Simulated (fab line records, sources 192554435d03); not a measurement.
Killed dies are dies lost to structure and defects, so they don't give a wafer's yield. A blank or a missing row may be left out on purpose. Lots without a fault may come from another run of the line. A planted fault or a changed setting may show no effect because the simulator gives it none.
Chamber matching | flow n5_finfet | N5_MOL_CONTACT_COAG_CMP_28 on cmp-01: 4 sister chambers
The step polishes, stops on SiNx, t overpolish 0.85 s, target thk 14.522 nm. 8 wafers are shown with their chamber, then 10 later ones without.

WAFERS WITH THEIR CHAMBER
wafer  | chamber | motor_current_A (A) | time_to_endpoint_s (s)
L085.2 | 2       | 13.9                | 1.0
L086.4 | 3       | 13.5                | 4.0
L086.6 | 1       | 10.8                | 2.9
L088.3 | 0       | 11.0                | 5.5
L088.4 | 1       | 10.8                | 4.9
L088.5 | 2       | 12.9                | 4.1
L089.2 | 3       | 13.9                | 5.4
L089.4 | 0       | 10.7                | 7.0

WAFERS WITHOUT THEIR CHAMBER
wafer  | motor_current_A (A) | time_to_endpoint_s (s)
L089.5 | 13.3                | 2.4
L093.2 | 10.7                | 6.3
L093.4 | 12.6                | 0.9
L093.6 | 12.9                | 7.1
L096.1 | 10.1                | 4.1
L096.4 | 13.4                | 8.0
L096.6 | 12.8                | 3.6
L097.2 | 11.1                | 9.1
L097.5 | 13.5                | 4.6
L097.6 | 9.8                 | 4.6

WHICH CHAMBER EACH WENT THROUGH
wafer  | from the rows above     | in truth
L089.5 | can't be placed: 2 or 3 | 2
L093.2 | can't be placed: 0 or 1 | 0
L093.4 | can't be placed: 2 or 3 | 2
L093.6 | can't be placed: 3 or 2 | 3
L096.1 | can't be placed: 1 or 0 | 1
L096.4 | can't be placed: 3 or 2 | 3
L096.6 | can't be placed: 2 or 3 | 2
L097.2 | can't be placed: 0 or 1 | 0
L097.5 | can't be placed: 3 or 2 | 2
L097.6 | can't be placed: 1 or 0 | 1
Placed correctly: 0 of 10. Can't be placed from these rows: 10 (the true chamber is among the candidates in 10). Placed wrongly: 0.
How it was worked out, from the rows above alone: a wafer's distance from a chamber is the root of the sum, over the readings, of the square of ((its reading less the chamber's mean) divided by the reading's scatter). The wafer belongs to the nearest chamber; if the next one is less than 2 further off, it can't be placed. A chamber's mean is the mean of its shown wafers. The scatter: the root of (the sum of the squares of (reading less its chamber's mean) over the shown wafers, divided by (wafers less chambers)).
